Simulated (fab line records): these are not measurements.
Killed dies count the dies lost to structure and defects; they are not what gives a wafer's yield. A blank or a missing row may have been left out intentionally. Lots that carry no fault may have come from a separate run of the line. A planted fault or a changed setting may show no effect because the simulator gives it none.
A struck lot beside a sound one ; flow nand-harc ; 14 out of 1159 route steps
Sound: these wafers, L307.2, L307.3, L307.6. Struck: wafers L318.2, L318.4, L318.5. Last of all comes the cause.
Order at every step that has rows: each side's tool, ch and its chambers, its first start. Under that, the readings that differ: sound wafers ; struck wafers ; difference of the means ; sigmas: that difference in standard deviations of wafers without a fault.
alike: a reading whose means differ by less than 2 such deviations, as well as words and numbers matching on both sides. not compared: withheld readings; readings where some wafer has no value; bounds like >300 that might hide an equal value; numbers whose values overlap and for which the record gives no deviation.
Wherever a step has rows on one side only, a row that says differs or no value, or a row with sigmas, the two part there. When numbers do not overlap yet have no deviation, they are printed without sigmas and do not part them. A reading that every wafer of one side lacks parts them only if that side has two wafers or more.

first, 3 steps without rows for these wafers: NHARC_A_CHANNEL_HOLE_D1_STRIP_41 (strips in N2/H2); NHARC_A_CHANNEL_HOLE_D1_STRIP_42 (strips in CF4/CHF3); NHARC_A_CHANNEL_HOLE_D1_STRIP_43 (strips in O2/COS).
NHARC_A_CHANNEL_HOLE_D1_ETCH_44: etches the open film in CF4/O2, target depth 140 nm, overetch 14 nm, time 77 s.
  sound on rie-diel-07 ch 0,1,3, day 10 04:55; struck on rie-diel-07 ch 1,2, day 13 02:11
  alike: chamber-pressure-mTorr, drypump-motor-current-A, oes_o_777_au, oes-product-au, rf-vpp-V, showerhead-plenum-p-Torr, throttle-valve-pct
  not compared: rf-hours-counter-h
NHARC_A_CHANNEL_HOLE_D1_STRIP_27: strips in O2.
  sound on rie-diel-07 ch 1,3; struck on rie-diel-07 ch 0,1,3
  alike: chamber-pressure-mTorr, drypump-motor-current-A, oes-product-au, rf-vpp-V, showerhead-plenum-p-Torr, throttle-valve-pct
  not compared: rf-hours-counter-h
then, 2 steps without rows for these wafers: NHARC_A_CHANNEL_HOLE_D1_PRECLEAN_28 (cleans in SC1); NHARC_A_CHANNEL_HOLE_D1_SRD_29.
NHARC_A_CHANNEL_HOLE_D1_CD_MEAS_30:
  sound: cd-sem-01 at day 10 05:43; struck: cd-sem-02 at day 13 02:59
  alike: cd-nm
NHARC_A_CHANNEL_HOLE_D1_XSEM_31:
  sound on xsem-02 ch 0, day 10 05:48; struck on xsem-02 ch 0, day 13 03:05
reading;sound;struck;difference;sigmas
bow-nm (nm);8.85 8.89 8.90;8.26 8.32 8.15;-0.64;-3
  alike: bot-cd-nm, tilt-deg
NHARC_A_CHANNEL_HOLE_D1_INSPECT_40:
  sound: defect-inspect-02 at day 10 05:54; struck: defect-inspect-02 at day 13 03:11
  alike: raw-defect-count
then, 2 steps without rows for these wafers: NHARC_A_CHANNEL_FILL_D1_PRECLEAN_00 (cleans in SC1); NHARC_A_CHANNEL_FILL_D1_SRD_01.
NHARC_A_CHANNEL_FILL_D1_ALD_02: deposits SiO2, target thk 6 nm, pulse time 10 s, ald cycles 60.
  sound on ald-hk-01 ch 0,1,2, day 10 09:50; struck on ald-hk-04 ch 1,2,3, day 13 03:31
  no value came back on the struck wafers for ald-cycles, heater-power-outer-w (W), heater-power-w (W), precursor-pulse-height-rel; on the sound wafers ald-cycles reads 60 60 60
NHARC_A_CHANNEL_FILL_D1_ALD_03: deposits SiNx, target thk 6 nm, pulse time 60 s, ald cycles 58.
  sound on ald-sin-batch-01 ch 0; struck on ald-sin-batch-01 ch 0
  alike: chamber-pressure-Torr, precursor-pulse-height-rel

## WHERE THEY PART
At NHARC_A_CHANNEL_HOLE_D1_XSEM_31 first; at NHARC_A_CHANNEL_FILL_D1_ALD_02 last (within this record only). Later steps at which nothing parts them and some readings are alike: NHARC_A_CHANNEL_FILL_D1_ALD_03.

WHY: what had been put in by the simulator
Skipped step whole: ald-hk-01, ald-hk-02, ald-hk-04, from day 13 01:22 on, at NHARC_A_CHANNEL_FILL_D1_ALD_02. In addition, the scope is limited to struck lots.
